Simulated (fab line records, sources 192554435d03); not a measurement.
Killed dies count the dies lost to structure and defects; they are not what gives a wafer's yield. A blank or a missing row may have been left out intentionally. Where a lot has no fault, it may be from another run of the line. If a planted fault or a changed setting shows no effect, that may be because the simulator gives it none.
Matching of chambers + flow n5-finfet + N5_MOL_CONTACT_COAG_ETCHBACK_132 on rie-diel-03: 4 sister chambers
The step etches SiO2 in CHF3, target depth 10 nm, time 6.7 s. 4 wafers are shown with their chamber, then 7 later ones without.

## WAFERS, EACH WITH ITS CHAMBER
| wafer  | chamber | showerhead-plenum-p-Torr (Torr) |
|--------|---------|---------------------------------|
| L981.5 | 1       | 2.28                            |
| L983.5 | 0       | 2.44                            |
| L984.1 | 3       | 2.43                            |
| L984.2 | 2       | 2.29                            |

## WAFERS WITHOUT THEIR CHAMBER
| wafer  | showerhead-plenum-p-Torr (Torr) |
|--------|---------------------------------|
| L984.5 | 2.29                            |
| L987.2 | 2.27                            |
| L987.6 | 2.29                            |
| L988.1 | 2.27                            |
| L988.6 | 2.29                            |
| L992.3 | 2.28                            |
| L992.6 | 2.44                            |

## CHAMBER TAKEN BY EACH
| wafer  | from the rows above     | in truth |
|--------|-------------------------|----------|
| L984.5 | can't be placed: 2 or 1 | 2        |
| L987.2 | can't be placed: 1 or 2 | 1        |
| L987.6 | can't be placed: 2 or 1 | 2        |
| L988.1 | can't be placed: 1 or 2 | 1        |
| L988.6 | can't be placed: 2 or 1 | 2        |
| L992.3 | can't be placed: 1 or 2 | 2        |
| L992.6 | can't be placed: 0 or 3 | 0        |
Placed correctly: 0 of 7. From these rows, 7 cannot be placed; in 7 the true chamber is one of the candidates. Placed wrongly: 0.
How it was worked out, from the rows above alone: a wafer's distance from a chamber is the root of the sum, over the readings, of the square of ((its reading less the chamber's mean) divided by the reading's scatter). If the next closest chamber is less than 2 further off than the closest, the wafer can't be placed; otherwise it belongs to the closest. Each chamber's mean is taken over the wafers shown for it. The scatter (one wafer shown for each chamber): square how far every hidden wafer sits from the nearest shown wafer, average those squares and take the square root.
